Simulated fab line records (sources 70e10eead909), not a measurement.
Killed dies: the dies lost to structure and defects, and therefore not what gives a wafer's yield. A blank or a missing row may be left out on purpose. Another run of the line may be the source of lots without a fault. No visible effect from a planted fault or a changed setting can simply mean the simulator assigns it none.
Matching of chambers / flow nand harc / NHARC_A_CHANNEL_FILL_D1_ALD_25 on ald hk-03: 3 sister chambers
The step deposits SiOx, target thk 60 nm, pulse time 10 s, ald cycles 600. 6 wafers are shown with their chamber, then 4 later ones without.

== WAFERS, EACH WITH ITS CHAMBER ==
wafer=L445.4; chamber=2; heater power w (W)=549; precursor pulse height rel=0.986
wafer=L450.4; chamber=0; heater power w (W)=461; precursor pulse height rel=1.001
wafer=L453.5; chamber=2; heater power w (W)=537; precursor pulse height rel=0.975
wafer=L453.6; chamber=3; heater power w (W)=565; precursor pulse height rel=1.017
wafer=L456.1; chamber=3; heater power w (W)=578; precursor pulse height rel=1.017
wafer=L456.5; chamber=0; heater power w (W)=477; precursor pulse height rel=1.016

== WAFERS WHOSE CHAMBER IS MISSING ==
wafer=L458.4; heater power w (W)=536; precursor pulse height rel=0.974
wafer=L458.1; heater power w (W)=474; precursor pulse height rel=0.988
wafer=L459.2; heater power w (W)=532; precursor pulse height rel=0.990
wafer=L459.5; heater power w (W)=481; precursor pulse height rel=0.992

== WHICH CHAMBER EACH ONE RAN IN ==
wafer=L458.4; from the rows above=2; in truth=2
wafer=L458.1; from the rows above=0; in truth=0
wafer=L459.2; from the rows above=2; in truth=2
wafer=L459.5; from the rows above=0; in truth=0
4 of 4 placed correctly. Number that these rows cannot place: 0. Placed wrongly: 0.
How it was worked out, from the rows above alone: a wafer's distance from a chamber is the root of the sum, over the readings, of the square of ((its reading less the chamber's mean) divided by the reading's scatter). The wafer belongs to the nearest chamber; if the next one is less than 2 further off, it can't be placed. The mean given for a chamber averages the wafers shown for that chamber. The scatter is the square root of a quotient: the sum, over the shown wafers, of each reading's squared deviation from its chamber's mean, divided by wafers minus chambers.
